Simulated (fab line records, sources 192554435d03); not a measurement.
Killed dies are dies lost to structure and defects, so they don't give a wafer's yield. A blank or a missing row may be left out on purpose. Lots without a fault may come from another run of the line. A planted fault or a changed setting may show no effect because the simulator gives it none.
Split-lot experiment | flow n5_finfet | 7 lots, 21 wafers read, on a route of 1938 steps

THE SPLIT
At N5_BEOL_M4_COAT_67 (time 60 s, resist thk 60 nm), the setting spin_rpm was moved away from the recipe's 1500 rpm on 8 of the 21 wafers read, by -10.9% to -4.5%. The other wafers ran this setting at the recipe's value.

The reading is taken at the split's own step.

THE READING
SOC_of_BEOL_M4_COAT_67.thk_nm (the simulator's own value, which no gauge read), in nm, at N5_BEOL_M4_COAT_67 (time 60 s, resist thk 60 nm). The file gives no usual value for it. The 13 wafers here that ran the recipe average 60.0 nm, standard deviation 0.12 nm.

wafer  | tool, chamber at the split | spin_rpm as run, rpm | against the recipe | SOC_of_BEOL_M4_COAT_67.thk_nm, nm | against lot-mates on the recipe
L074.1 | litho_track-05, 0          | 1500                 | recipe             | 60                                | -
L074.3 | litho_track-05, 0          | 1379                 | -8.1%              | 62.6                              | +2.7
L074.5 | litho_track-05, 0          | 1500                 | recipe             | 59.8                              | -
L077.3 | litho_track-05, 0          | 1500                 | recipe             | 59.8                              | -
L077.4 | litho_track-05, 0          | 1337                 | -10.9%             | 63.2                              | +3.4
L077.5 | litho_track-05, 0          | 1337                 | -10.9%             | 63.6                              | +3.8
L081.3 | litho_track-05, 0          | 1500                 | recipe             | 60.2                              | -
L081.5 | litho_track-05, 0          | 1355                 | -9.7%              | 63.2                              | +3.1
L081.6 | litho_track-05, 0          | 1500                 | recipe             | 60                                | -
L085.3 | litho_track-02, 0          | 1500                 | recipe             | 59.8                              | -
L085.4 | litho_track-02, 0          | 1500                 | recipe             | 59.8                              | -
L085.5 | litho_track-02, 0          | 1500                 | recipe             | 60                                | -
L089.1 | litho_track-03, 0          | 1359                 | -9.4%              | 63.2                              | +3.2
L089.3 | litho_track-03, 0          | 1500                 | recipe             | 60                                | -
L089.5 | litho_track-03, 0          | 1500                 | recipe             | 60                                | -
L093.2 | litho_track-05, 0          | 1411                 | -5.9%              | 61.8                              | +1.8
L093.5 | litho_track-05, 0          | 1500                 | recipe             | 60                                | -
L093.6 | litho_track-05, 0          | 1500                 | recipe             | 60                                | -
L096.1 | litho_track-03, 0          | 1433                 | -4.5%              | 61.4                              | +1.4
L096.2 | litho_track-03, 0          | 1433                 | -4.5%              | 61.4                              | +1.4
L096.5 | litho_track-03, 0          | 1500                 | recipe             | 60                                | -

THE FIT
A straight line over all 21 wafers: SOC_of_BEOL_M4_COAT_67.thk_nm changes by -0.326 nm for each +1% of spin_rpm; r = -1.00; the points scatter about the line by 0.13 nm.
The same after taking each lot's own level away (the mean of its wafers on the recipe; 21 wafers): -0.329 nm for each +1%; r = -1.00; scatter 0.1 nm.
On that fit, the largest move of spin_rpm shifts the reading by 3.6 nm.
The lots' own levels span 59.80 to 60.10 nm, that is 2.6 times the standard deviation above.
So the lot-to-lot level changes the slope little: the two slopes agree.
Check: with one of the wafers moved furthest among these (-10.9%) left out of the fit, the line predicts +3.62 nm for it against its lot-mates. It came out at +3.4 nm against them.

OTHER SPLITS ON THESE WAFERS
These wafers also went through other splits before the reading. Each is held against what the fit with the lots' levels taken away leaves over:
other split on the same wafers | wafers away from the commonest value | r with SOC_of_BEOL_M4_COAT_67.thk_nm (lot level and that fit taken away)
N5_BEOL_M2_ILD_DEP_00 time_s   | 4                                    | -0.35
N5_BEOL_M2_EXPOSE_08 dose_mj   | 8                                    | +0.14
N5_BEOL_M3_COAT_62 spin_rpm    | 8                                    | -0.03
N5_BEOL_M3_COAT_05 spin_rpm    | 5                                    | -0.20
N5_BEOL_M3_COAT_67 spin_rpm    | 5                                    | +0.06

THE FILE'S OWN FIT
SOC_of_BEOL_M4_COAT_67.thk_nm changes by -0.328 nm for each +1% of spin_rpm, r = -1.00.
